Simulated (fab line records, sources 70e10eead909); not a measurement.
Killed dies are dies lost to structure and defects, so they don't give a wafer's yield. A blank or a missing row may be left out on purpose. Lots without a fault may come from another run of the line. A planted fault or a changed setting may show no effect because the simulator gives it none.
Problem report in the 8D (eight disciplines) form, filled by code | flow nand_harc | the parts of the form that need people (team, actions taken, sign-off) are left out

1. THE PROBLEM
sort_bin_2_pct at NHARC_END_SORT_01 reads a mean of 96.0 % on 3 wafers of 2 lots; wafers without a fault read 1.3 % with a standard deviation of 0.56. That is +99 or more standard deviations from the usual mean.
First seen on wafer L778.4, day 23 23:45, on prober-02. The record holds 6 wafers of 2 lots with a number at this step. Rule for "out", or "out of limits": more than 4 standard deviations from the usual mean. The other wafers with a number count as sound.

2. WHAT IT IS AND WHAT IT IS NOT
question                    | is                                                                                                                  | is not
which readings at this step | sort_bin_2_pct, defect_limited_yield, killed_at_array, killed_dies, sort_n_pass, sort_rim_yield_pct, sort_yield_pct | killed_at_other, killed_at_periphery, killed_short, sort_bin_4_pct
which lots                  | L777, L778                                                                                                          | -
which wafers of those lots  | L777.5, L778.4, L778.6                                                                                              | L777.1, L777.6, L778.1
read on which gauges        | prober-01, prober-02                                                                                                | -
when                        | from day 23 23:45                                                                                                   | up to then (2 sound wafers); but 1 sound wafer of L777 came after

3. SUSPECTS, AND WHAT RULES EACH OUT
Counting: a tool at a process step up to the reading stays a suspect if it ran every lot that is out. Sound lots after the first of them don't rule it out here, since some wafers of a struck lot are sound.
- the gauge at NHARC_END_SORT_01: ruled out. The wafers that are out were read on 2 gauges (prober-01, prober-02).
- pvd_sputter-01 at NHARC_A_M1_PVD_21 (deposits Cu, target thk 30 nm, time 20.49 s): kept. It ran every lot that is out, first L778 (day 22 06:56).
Left after counting: pvd_sputter-01 at NHARC_A_M1_PVD_21.

4. THE CAUSE (what the simulator had put in)
Process parameter drift: pvd_sputter-01, from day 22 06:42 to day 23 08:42, at NHARC_A_M1_PVD_21. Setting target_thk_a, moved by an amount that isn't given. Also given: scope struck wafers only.
Counting left only this tool.

5. THE CHAIN OF EFFECTS, in route order
Each row: a reading whose mean over the struck wafers that have a number lies more than 3 standard deviations from the usual. Only readings for which the record gives a usual standard deviation are gone through. hours: the time from each lot's start at the first step in this table that gives one to its start at this step, as a median over the lots. sigmas: the change in usual standard deviations.
hours | step              | reading              | usual  | on struck wafers | change | sigmas
0     | NHARC_END_SORT_01 | defect_limited_yield | 96.0 % | 0.0              | -96.0  | -74
0     | NHARC_END_SORT_01 | killed_at_array      | 24     | 673              | +649   | +77
0     | NHARC_END_SORT_01 | killed_dies          | 27     | 677              | +650   | +76
0     | NHARC_END_SORT_01 | sort_bin_2_pct       | 1.3 %  | 96.0             | +94.7  | +99 or more
0     | NHARC_END_SORT_01 | sort_n_pass          | 650    | 0                | -650   | -76
0     | NHARC_END_SORT_01 | sort_rim_yield_pct   | 96.1 % | 0.0              | -96.1  | -42
0     | NHARC_END_SORT_01 | sort_yield_pct       | 96.0 % | 0.0              | -96.0  | -74

6. WHAT WOULD HAVE CAUGHT IT SOONER
In this record the first reading out of limits at a measuring or inspecting step was taken at day 23 23:45, 41 hours after the fault began at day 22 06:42.
Of the tool readings at NHARC_A_M1_PVD_21 for which the record gives a usual standard deviation, none was out on any struck wafer, so an alarm limit of 4 standard deviations on them would not have fired.
All the lots that are out (2) had begun NHARC_A_M1_PVD_21 on pvd_sputter-01 by day 23 23:45. A hold on the tool at that time would have spared none of them.
